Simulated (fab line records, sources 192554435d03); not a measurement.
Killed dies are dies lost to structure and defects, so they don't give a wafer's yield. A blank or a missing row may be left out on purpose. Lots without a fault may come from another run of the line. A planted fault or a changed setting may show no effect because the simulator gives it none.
Problem report in the 8D (eight disciplines) form, filled by code | flow n5_finfet | the parts of the form that need people (team, actions taken, sign-off) are left out

1. THE PROBLEM
cd_nm at N5_BEOL_M2_CD_MEAS_28 reads a mean of 20.25 nm on 4 wafers of 3 lots; wafers without a fault read 26.12 nm with a standard deviation of 0.24. That is -24 standard deviations from the usual mean.
The step: target cd 26.2 nm, target cd y 24.1 nm.
First seen on wafer L839.4, day 7 19:23, on cd_sem-01. The record holds 29 wafers of 10 lots with a number at this step. Rule for "out", or "out of limits": more than 4 standard deviations from the usual mean. The other wafers with a number count as sound.

2. WHAT IT IS AND WHAT IT IS NOT
question                    | is                             | is not
which readings at this step | cd_nm                          | -
which lots                  | L839, L840, L842               | L837, L838, L853, L854, L855, L857, L858
which wafers of those lots  | L839.4, L839.5, L840.4, L842.5 | L839.2, L840.3, L840.6, L842.2
read on which gauges        | cd_sem-01, cd_sem-03           | cd_sem-02
when                        | from day 7 19:23               | up to then (7 sound wafers); but 18 sound wafers of L840, L842, L853, L854, L855, L857, L858 came after

3. SUSPECTS, AND WHAT RULES EACH OUT
Counting: a tool at a process step up to the reading stays a suspect if it ran every lot that is out. Sound lots after the first of them don't rule it out here, since some wafers of a struck lot are sound.
- the gauge at N5_BEOL_M2_CD_MEAS_28: ruled out. The wafers that are out were read on 2 gauges (cd_sem-01, cd_sem-03).
- euv_scanner-02 at N5_BEOL_M2_EXPOSE_25 (exposes mask V1, defocus 5 nm): kept. It ran every lot that is out, first L839 (day 7 19:15); its last sound lot up to then is L838 (day 7 14:26).
Left after counting: euv_scanner-02 at N5_BEOL_M2_EXPOSE_25.

4. THE CAUSE (what the simulator had put in)
Process parameter drift: euv_scanner-02, from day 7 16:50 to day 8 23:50, at N5_BEOL_M2_EXPOSE_25. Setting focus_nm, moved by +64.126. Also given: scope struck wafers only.
Counting left only this tool.

5. THE CHAIN OF EFFECTS, in route order
Each row: a reading whose mean over the struck wafers that have a number lies more than 3 standard deviations from the usual. Only readings for which the record gives a usual standard deviation are gone through. hours: the time from each lot's start at the first step in this table that gives one to its start at this step, as a median over the lots. sigmas: the change in usual standard deviations.
hours | step                    | reading              | usual    | on struck wafers | change | sigmas
0     | N5_BEOL_M2_CD_MEAS_28   | cd_nm                | 26.12 nm | 20.25            | -5.87  | -24
156   | N5_PASSIVATION_PROBE_49 | defect_limited_yield | 90.5 %   | 0.0              | -90.5  | -53
156   | N5_PASSIVATION_PROBE_49 | killed_at_M0_to_M3   | 37       | 1104             | +1067  | +89
156   | N5_PASSIVATION_PROBE_49 | killed_dies          | 112      | 1180             | +1068  | +51
156   | N5_PASSIVATION_PROBE_49 | killed_on_rim        | 15       | 152              | +137   | +30
156   | N5_PASSIVATION_PROBE_49 | sort_n_pass          | 1068     | 0                | -1068  | -51
156   | N5_PASSIVATION_PROBE_49 | sort_yield_pct       | 90.5 %   | 0.0              | -90.5  | -50
The process steps in it:
- N5_PASSIVATION_PROBE_49

6. WHAT WOULD HAVE CAUGHT IT SOONER
In this record the first reading out of limits at a measuring or inspecting step was taken at day 7 19:23, 3 hours after the fault began at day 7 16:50.
Of the lots that are out (3), L840, L842 began N5_BEOL_M2_EXPOSE_25 on euv_scanner-02 after day 7 19:23. A hold on the tool at that time would have spared those 2.
